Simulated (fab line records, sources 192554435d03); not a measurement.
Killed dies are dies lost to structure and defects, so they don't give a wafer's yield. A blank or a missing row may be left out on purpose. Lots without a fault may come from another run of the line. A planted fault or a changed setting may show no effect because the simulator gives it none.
Which tool did it? | flow n5_finfet | 15 lots, 45 wafers sampled, at 3 steps of a route of 1938

WHAT THE GAUGES READ, wafer by wafer
N5_BEOL_M5_CD_MEAS_11: target cd 27.74 nm.
lot  | measured     | on        | cd_nm (nm)
L229 | day 7 23:04  | cd_sem-03 | 28.0 27.7 28.1
L230 | day 8 08:25  | cd_sem-02 | 28.5 28.5 28.1
L231 | day 8 08:35  | cd_sem-02 | 28.2 28.1 28.5
L232 | day 8 17:38  | cd_sem-02 | 28.4 28.7 28.1
L233 | day 8 20:53  | cd_sem-02 | 28.1 28.4 27.8
L250 | day 13 02:28 | cd_sem-03 | 27.9 28.1 28.9
L249 | day 13 06:49 | cd_sem-03 | 28.3 28.4 28.3
L240 | day 13 11:01 | cd_sem-02 | - - -
L244 | day 13 19:31 | cd_sem-01 | - - -
L246 | day 14 04:17 | cd_sem-01 | 27.8 28.1 28.7
L242 | day 14 10:05 | cd_sem-02 | - - -
L248 | day 14 12:53 | cd_sem-03 | 27.9 28.1 27.6
L251 | day 14 14:38 | cd_sem-01 | 28.3 27.9 28.1
L241 | day 14 17:42 | cd_sem-02 | 28.2 28.4 28.0
L252 | day 15 07:35 | cd_sem-03 | 28.4 28.6 28.2

WHICH TOOL RAN EACH LOT (tool, then ch and the chambers of the sampled wafers, then the start)
lot  | N5_BEOL_M4_ANNEAL_95         | N5_BEOL_M5_PEB_09
L229 | pvd_sputter-03, day 7 17:11  | litho_track-04 ch 0, day 7 23:01
L230 | pvd_sputter-02, day 8 04:02  | litho_track-02 ch 0, day 8 08:21
L231 | pvd_sputter-03, day 8 04:38  | litho_track-02 ch 0, day 8 08:31
L232 | pvd_sputter-01, day 8 13:33  | litho_track-03 ch 0, day 8 17:35
L233 | pvd_sputter-03, day 8 16:43  | litho_track-03 ch 0, day 8 20:49
L250 | pvd_sputter-02, day 12 22:25 | litho_track-03 ch 0, day 13 02:23
L249 | pvd_sputter-01, day 13 00:07 | litho_track-03 ch 0, day 13 06:44
L240 | pvd_sputter-01, day 13 06:12 | litho_track-04, day 13 10:56
L244 | pvd_sputter-03, day 13 13:07 | litho_track-03, day 13 19:26
L246 | pvd_sputter-01, day 14 00:10 | litho_track-03 ch 0, day 14 04:14
L242 | pvd_sputter-02, day 14 06:49 | litho_track-04, day 14 10:01
L248 | pvd_sputter-03, day 14 07:37 | litho_track-02 ch 0, day 14 12:49
L251 | pvd_sputter-03, day 14 11:20 | litho_track-03 ch 0, day 14 14:34
L241 | pvd_sputter-03, day 14 13:11 | litho_track-03 ch 0, day 14 17:38
L252 | pvd_sputter-01, day 15 02:13 | litho_track-02 ch 0, day 15 07:31
- N5_BEOL_M4_ANNEAL_95: time 240 s.
- N5_BEOL_M5_PEB_09: peb time 60 s.

WHAT THE TOOLS THEMSELVES READ (means of the sampled wafers that have a number; where no wafer has one, the mark that the record gives instead)
N5_BEOL_M4_ANNEAL_95.
lot  | tool           | heater_power_w (W)
L229 | pvd_sputter-03 | 896
L230 | pvd_sputter-02 | 836
L231 | pvd_sputter-03 | 865
L232 | pvd_sputter-01 | 776
L233 | pvd_sputter-03 | 892
L250 | pvd_sputter-02 | 843
L249 | pvd_sputter-01 | 825
L240 | pvd_sputter-01 | 807
L244 | pvd_sputter-03 | 891
L246 | pvd_sputter-01 | 807
L242 | pvd_sputter-02 | 822
L248 | pvd_sputter-03 | 873
L251 | pvd_sputter-03 | 897
L241 | pvd_sputter-03 | 896
L252 | pvd_sputter-01 | 824

N5_BEOL_M5_PEB_09.
lot  | tool           | chill_plate_temp_C (C) | exhaust_pa (Pa) | resist_line_temp_C (C)
L229 | litho_track-04 | 23.17                  | 44.3            | 23.02
L230 | litho_track-02 | 23.09                  | 46.2            | 22.91
L231 | litho_track-02 | 22.88                  | 46.2            | 22.82
L232 | litho_track-03 | 23.02                  | 45.4            | 22.94
L233 | litho_track-03 | 23.02                  | 43.7            | 23.05
L250 | litho_track-03 | 23.11                  | 45.5            | 23.05
L249 | litho_track-03 | 22.90                  | 46.4            | 23.11
L240 | litho_track-04 | -                      | -               | -
L244 | litho_track-03 | -                      | -               | -
L246 | litho_track-03 | 22.94                  | 44.6            | 22.97
L242 | litho_track-04 | -                      | -               | -
L248 | litho_track-02 | 22.92                  | 45.4            | 23.10
L251 | litho_track-03 | 23.06                  | 43.7            | 22.97
L241 | litho_track-03 | 22.99                  | 44.7            | 23.16
L252 | litho_track-02 | 22.98                  | 45.1            | 22.98

THE ANSWER, worked out from the rows above alone
Rule: what is usual is taken from the lots themselves. Put in order of their means at a reading, lots are off if they are a third of the lots or fewer, leave a main group of 4 or more, and stand apart from it by a gap of 3 or more times the standard deviation of the main group's means; of several such gaps the widest counts. A main group whose means are all the same, to the digits that the tables above print for the reading, isn't used. A lot without any number at a reading at which 4 lots or more have one is off too. The other lots that the step has rows for count as sound. The gauges are gone through in route order, then the tools' own readings, and for those a lot's mean is taken as printed above. The first step at which some lot is off is used, and at that step the reading that is off furthest; a lot without a number counts as furthest.
Off: L240, L244, L242, at N5_BEOL_M5_CD_MEAS_11 (cd_nm). Without a number there: L240, L244, L242. The main group: mean 28.2 nm, standard deviation 0.17.
A tool fits if, at a process step before that reading, it ran every lot that is off, and no sound lot after the first of them. The gauges at N5_BEOL_M5_CD_MEAS_11 aren't tried: what is off there is off at N5_BEOL_M5_PEB_09 too, on other tools, and a gauge's error can't cause that. None of those tried fits.

WHAT THE SIMULATOR HAD PUT IN
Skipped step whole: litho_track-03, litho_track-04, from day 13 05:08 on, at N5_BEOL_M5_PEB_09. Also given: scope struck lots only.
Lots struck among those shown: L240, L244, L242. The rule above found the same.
